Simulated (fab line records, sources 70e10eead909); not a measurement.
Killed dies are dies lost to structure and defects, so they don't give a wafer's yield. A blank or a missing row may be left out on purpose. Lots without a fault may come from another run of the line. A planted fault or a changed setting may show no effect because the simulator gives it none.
One fault seen from 2 desks | flow nand_harc | each desk has only its own numbers; what lay behind them comes last

THE METROLOGY DESK
What the gauges read, lot by lot, whatever tool the lot ran on: means of the sampled wafers that have a number. A lot is out of limits, marked OUT, if its mean lies more than 4 standard deviations from the usual mean; the brackets give that distance.
Columns: A = cd_nm at NHARC_P_GATE_CD_MEAS_33, usual 120.7 nm
lot  | first seen here | A
L575 | day 4 19:21     | 120.6
L577 | day 5 03:10     | 120.5
L581 | day 6 06:41     | 121.6
L582 | day 6 13:25     | 122.4
L584 | day 7 01:44     | 119.8
L589 | day 8 05:37     | 120.2
L586 | day 8 06:11     | 119.8
L588 | day 8 06:52     | 122.6
L591 | day 8 19:40     | 119.8
L594 | day 9 13:57     | 120.4
L596 | day 9 18:35     | 119.4
L597 | day 10 08:20    | 122.1
L598 | day 10 17:52    | 118.6
This desk's finding: nothing out of limits on any of the 13 lots.

THE TOOL OWNER'S DESK: ald_sin-02
The tool's own readings at NHARC_P_GATE_ALD_36 (deposits SiNx, target thk 20 nm, pulse time 60 s, ald cycles 223): means of the sampled wafers that have a number, for each lot that ran on this tool. A lot is out of limits, marked OUT, if its mean lies more than 4 standard deviations from the usual mean; the brackets give that distance.
Columns: A = heater_power_w at NHARC_P_GATE_ALD_36, usual 825 W; B = precursor_pulse_height_rel at NHARC_P_GATE_ALD_36, usual 1.003
lot  | first seen here | A   | B
L575 | day 4 19:49     | 764 | 1.027
L581 | day 6 09:13     | 787 | 1.009
L584 | day 7 02:11     | 752 | 0.972
L586 | day 8 06:40     | 777 | 0.984
L598 | day 10 18:20    | 783 | 1.002
This desk's finding: nothing out of limits on any of the 5 lots.

PUT TOGETHER
The metrology desk saw nothing out of limits.
The tool owner's desk saw nothing out of limits.

WHAT THE SIMULATOR HAD PUT IN
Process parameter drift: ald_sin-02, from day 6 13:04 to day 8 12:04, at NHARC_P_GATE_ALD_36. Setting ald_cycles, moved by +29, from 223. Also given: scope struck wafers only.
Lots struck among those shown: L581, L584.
